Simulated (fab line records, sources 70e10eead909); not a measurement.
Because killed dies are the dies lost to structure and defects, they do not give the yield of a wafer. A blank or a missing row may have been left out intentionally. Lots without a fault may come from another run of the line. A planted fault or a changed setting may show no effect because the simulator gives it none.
A struck lot beside a sound one | flow nand harc | 15 out of 1159 route steps
Sound: these wafers, L240.3, L240.5, L240.6. Struck: wafer L256.5 (left out: L256.3, L256.4 of the same lot, which were not struck); the cause appears at the end.
At each step with rows: each side's tool, then ch and its chambers, then its first start. Under that, the readings that differ: sound wafers | struck wafers | difference of the means | sigmas: that difference in standard deviations of wafers without a fault.
alike: a reading whose means differ by less than 2 such deviations, as well as words and numbers matching on both sides. not compared: withheld readings; readings where some wafer has no value; bounds like >300 that might hide an equal value; numbers whose values overlap and for which the record gives no deviation.
A row with sigmas, a row that says differs or no value, or rows on one side alone: a step with any of these is where the two part. Numbers that don't overlap but have no deviation are shown without sigmas and don't part them. A reading that every wafer of one side lacks parts them only if that side has two wafers or more.

first, 4 steps without rows for these wafers: NHARC_P_M2_EBR_05; NHARC_P_M2_EXPOSE_06 (exposes mask P M2, target cd 170 nm); NHARC_P_M2_PEB_07 (peb time 65 s); NHARC_P_M2_DEVELOP_08 (develop time 35 s).
NHARC_P_M2_CD_MEAS_09: target cd 170 nm.
  sound on cd sem-01 ch 0, day 6 22:56; struck on cd sem-03 ch 0, day 10 22:10
  alike: cd nm
NHARC_P_M2_OVL_MEAS_10: pitch 340 nm.
  struck on overlay-02, day 10 22:16; sound on overlay-01, day 6 23:02
  alike: overlay x nm, overlay y nm
NHARC_P_M2_INSPECT_11:
  struck on defect inspect-02, day 10 22:17; sound on defect inspect-02, day 6 23:04
  alike: raw defect count
NHARC_P_M2_DESCUM_14: chemistry O2, time 3 s.
  sound on rie diel-08 ch 0,1, day 6 23:08; struck on rie diel-04 ch 1, day 10 22:21
  alike: drypump motor current A, oes product au, rf vpp V, showerhead plenum p Torr, throttle valve pct
  not compared: rf hours counter h
NHARC_P_M2_ETCH_35: etches the open film in N2/H2, target depth 40 nm, overetch 12 nm, time 43.94 s.
  sound on rie diel-08 ch 0,1,3, day 6 23:14; struck on rie diel-04 ch 3, day 10 22:26
  alike: drypump motor current A, oes product au, rf vpp V, showerhead plenum p Torr, throttle valve pct
  not compared: rf hours counter h
NHARC_P_M2_ETCH_15: etches the open film in C4F8/Ar, target depth 182.5 nm, time 91.2 s.
  sound: rie diel-08 ch 0,1; struck: rie diel-04 ch 1
  alike: oes product au, rf vpp V
  not compared: rf hours counter h
NHARC_P_M2_CD_MEAS_16:
  struck on cd sem-03, day 10 22:40; sound on cd sem-01, day 6 23:26
  alike: cd nm
NHARC_P_M2_STRIP_18: strips in N2/H2.
  sound on rie diel-04 ch 0,3, day 6 23:32; struck on rie diel-04 ch 2, day 10 22:47
  alike: drypump motor current A, oes product au, rf vpp V, showerhead plenum p Torr, throttle valve pct
  not compared: rf hours counter h
NHARC_P_M2_ETCH_28: etches the open film in CF4/N2, target depth 30 nm, time 72.99 s.
  sound on rie diel-04 ch 1,2,3, day 6 23:46; struck on rie diel-04 ch 0, day 10 22:58
  reading               | sound             | struck | difference | sigmas
  cf4 flow sccm (sccm)  | 50.06 49.67 50.14 | 49.61  | -0.35      | -2
  oes product au (a.u.) | 0.992 1.005 0.990 | 0.851  | -0.145     | -22
  alike: drypump motor current A, rf vpp V, showerhead plenum p Torr, throttle valve pct
  not compared: rf hours counter h
then, 1 step without rows for these wafers: NHARC_P_M2_STRIP_19 (strips in post etch residue remover, time 600 s).
-- break in the record here, with 14 days between the starts of the struck wafers on either side (left off in module P_M2, picked up again in module END, where the first step shown is number 1159 on the route) --
NHARC_END_SORT_01:
  sound on prober-02 ch 0, day 20 16:02; struck on prober-02 ch 0, day 24 11:22
  reading         | sound | struck | difference | sigmas
  killed at other | 0 0 0 | 3      | +3         | +2
  alike: defect limited yield, killed at array, killed at periphery, killed dies, killed open, killed short, sort_bin_2_pct, sort_bin_3_pct, sort_bin_4_pct, sort n pass, sort rim yield pct, sort yield pct

== WHERE THEY PART ==
At NHARC_P_M2_ETCH_28 first; at NHARC_END_SORT_01 last (within this record only).

WHY: whatever the simulator had introduced
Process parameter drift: rie diel-04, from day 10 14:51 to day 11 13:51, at NHARC_P_M2_ETCH_28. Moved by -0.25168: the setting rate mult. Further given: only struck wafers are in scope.
